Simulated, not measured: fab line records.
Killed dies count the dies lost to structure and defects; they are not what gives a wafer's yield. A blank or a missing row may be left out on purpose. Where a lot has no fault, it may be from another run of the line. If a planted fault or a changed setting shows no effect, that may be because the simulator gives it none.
Split-lot trial / flow n5Finfet / on a route of 1938 steps: 7 lots, 21 wafers read

== ABOUT THE SPLIT ==
At N5_BEOL_M7_ETCH_62 (etches SOC in N2/H2, target depth 110 nm, overetch 22 nm, time 165 s), the setting sourceW was moved away from the recipe's 840 W on 5 of the 21 wafers read, by -13.7% to +17.8%. The other wafers ran this setting at the recipe's value.

The split's own step is where the reading is taken.

== THE READING ==
rfVppV, in V, at N5_BEOL_M7_ETCH_62 (etches SOC in N2/H2, target depth 110 nm, overetch 22 nm, time 165 s). On this fab line, fault-free wafers typically give 525.5 V with a standard deviation of 2.6 V.

wafer=L076.1; tool, chamber at the split=rieDiel-06, 3; sourceW as run, W=840; against the recipe=recipe; rfVppV, V=525.3; against lot-mates on the recipe=-
wafer=L076.4; tool, chamber at the split=rieDiel-06, 0; sourceW as run, W=840; against the recipe=recipe; rfVppV, V=522.1; against lot-mates on the recipe=-
wafer=L076.5; tool, chamber at the split=rieDiel-06, 0; sourceW as run, W=781.4; against the recipe=-7.0%; rfVppV, V=533.2; against lot-mates on the recipe=+9.5
wafer=L084.1; tool, chamber at the split=rieDiel-02, 2; sourceW as run, W=840; against the recipe=recipe; rfVppV, V=528.0; against lot-mates on the recipe=-
wafer=L084.4; tool, chamber at the split=rieDiel-02, 0; sourceW as run, W=840; against the recipe=recipe; rfVppV, V=527.1; against lot-mates on the recipe=-
wafer=L084.5; tool, chamber at the split=rieDiel-02, 2; sourceW as run, W=840; against the recipe=recipe; rfVppV, V=527.7; against lot-mates on the recipe=-
wafer=L085.1; tool, chamber at the split=rieDiel-02, 0; sourceW as run, W=899.9; against the recipe=+7.1%; rfVppV, V=513.4; against lot-mates on the recipe=-13.1
wafer=L085.3; tool, chamber at the split=rieDiel-02, 3; sourceW as run, W=840; against the recipe=recipe; rfVppV, V=526.4; against lot-mates on the recipe=-
wafer=L085.5; tool, chamber at the split=rieDiel-02, 0; sourceW as run, W=840; against the recipe=recipe; rfVppV, V=526.6; against lot-mates on the recipe=-
wafer=L086.2; tool, chamber at the split=rieDiel-06, 0; sourceW as run, W=840; against the recipe=recipe; rfVppV, V=521.2; against lot-mates on the recipe=-
wafer=L086.4; tool, chamber at the split=rieDiel-06, 3; sourceW as run, W=840; against the recipe=recipe; rfVppV, V=526.3; against lot-mates on the recipe=-
wafer=L086.5; tool, chamber at the split=rieDiel-06, 3; sourceW as run, W=725.1; against the recipe=-13.7%; rfVppV, V=553.1; against lot-mates on the recipe=+29.4
wafer=L088.1; tool, chamber at the split=rieDiel-05, 3; sourceW as run, W=894.2; against the recipe=+6.5%; rfVppV, V=515.0; against lot-mates on the recipe=-7.5
wafer=L088.4; tool, chamber at the split=rieDiel-05, 0; sourceW as run, W=840; against the recipe=recipe; rfVppV, V=520.4; against lot-mates on the recipe=-
wafer=L088.6; tool, chamber at the split=rieDiel-05, 3; sourceW as run, W=840; against the recipe=recipe; rfVppV, V=524.5; against lot-mates on the recipe=-
wafer=L089.2; tool, chamber at the split=rieDiel-05, 3; sourceW as run, W=840; against the recipe=recipe; rfVppV, V=525.4; against lot-mates on the recipe=-
wafer=L089.3; tool, chamber at the split=rieDiel-05, 2; sourceW as run, W=840; against the recipe=recipe; rfVppV, V=527.2; against lot-mates on the recipe=-
wafer=L089.6; tool, chamber at the split=rieDiel-05, 2; sourceW as run, W=840; against the recipe=recipe; rfVppV, V=526.7; against lot-mates on the recipe=-
wafer=L091.1; tool, chamber at the split=rieDiel-02, 1; sourceW as run, W=989.5; against the recipe=+17.8%; rfVppV, V=500.0; against lot-mates on the recipe=-27.4
wafer=L091.4; tool, chamber at the split=rieDiel-02, 3; sourceW as run, W=840; against the recipe=recipe; rfVppV, V=527.0; against lot-mates on the recipe=-
wafer=L091.6; tool, chamber at the split=rieDiel-02, 2; sourceW as run, W=840; against the recipe=recipe; rfVppV, V=527.7; against lot-mates on the recipe=-

FIT RESULTS
A straight line over all 21 wafers: rfVppV changes by -1.62 V for each +1% of sourceW; r = -0.96; the points scatter about the line by 2.7 V.
The same after taking each lot's own level away (the mean of its wafers on the recipe; 21 wafers): -1.71 V for each +1%; r = -0.98; scatter 2.2 V.
Per that fit: largest sourceW move, reading shift of 30 V.
Across the lots, their own levels run from 522.45 to 527.60 V, a range of 2.0 times the standard deviation given above.
Hence the lot-to-lot level has little effect on the slope; both slopes agree.
Check: -32.7 V against its lot-mates is what the line predicts for one of the wafers moved furthest among these (+17.8%) when that wafer is left out of the fit. It came out at -27.4 V against them.
Tool readings at the split's step, against how far the setting was moved: rfVppV r = -0.96.

== ADDITIONAL SPLITS CARRIED BY THESE WAFERS ==
Note: prior to the reading, these wafers also went through further splits. Each is held against what the fit with the lots' levels taken away leaves over:
other split on the same wafers=N5_BEOL_M0_SAQP_SPACER1_ALD_98 aldCycles; wafers away from the commonest value=7; r with rfVppV (lot level and that fit taken away)=+0.08
other split on the same wafers=N5_BEOL_M0_CUTY_ETCH_63 timeS; wafers away from the commonest value=6; r with rfVppV (lot level and that fit taken away)=-0.37
other split on the same wafers=N5_BEOL_M0_ETCH_138 sourceW; wafers away from the commonest value=7; r with rfVppV (lot level and that fit taken away)=-0.13
other split on the same wafers=N5_BEOL_M2_COAT_05 spinRpm; wafers away from the commonest value=3; r with rfVppV (lot level and that fit taken away)=+0.00
other split on the same wafers=N5_BEOL_M2_ETCH_74 sourceW; wafers away from the commonest value=8; r with rfVppV (lot level and that fit taken away)=-0.12
other split on the same wafers=N5_BEOL_M3_SPUTTER_81 timeS; wafers away from the commonest value=7; r with rfVppV (lot level and that fit taken away)=-0.10
other split on the same wafers=N5_BEOL_M4_TRENCH_ETCH_37 biasW; wafers away from the commonest value=6; r with rfVppV (lot level and that fit taken away)=-0.25
other split on the same wafers=N5_BEOL_M5_COAT_71 spinRpm; wafers away from the commonest value=3; r with rfVppV (lot level and that fit taken away)=+0.20
other split on the same wafers=N5_BEOL_M5_DESCUM_16 timeS; wafers away from the commonest value=7; r with rfVppV (lot level and that fit taken away)=-0.24
other split on the same wafers=N5_BEOL_M6_COAT_71 spinRpm; wafers away from the commonest value=5; r with rfVppV (lot level and that fit taken away)=-0.05
other split on the same wafers=N5_BEOL_M7_COAT_05 spinRpm; wafers away from the commonest value=7; r with rfVppV (lot level and that fit taken away)=-0.04

== FILE'S OWN FIT ==
rfVppV changes by -1.7 V for each +1% of sourceW, r = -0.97.
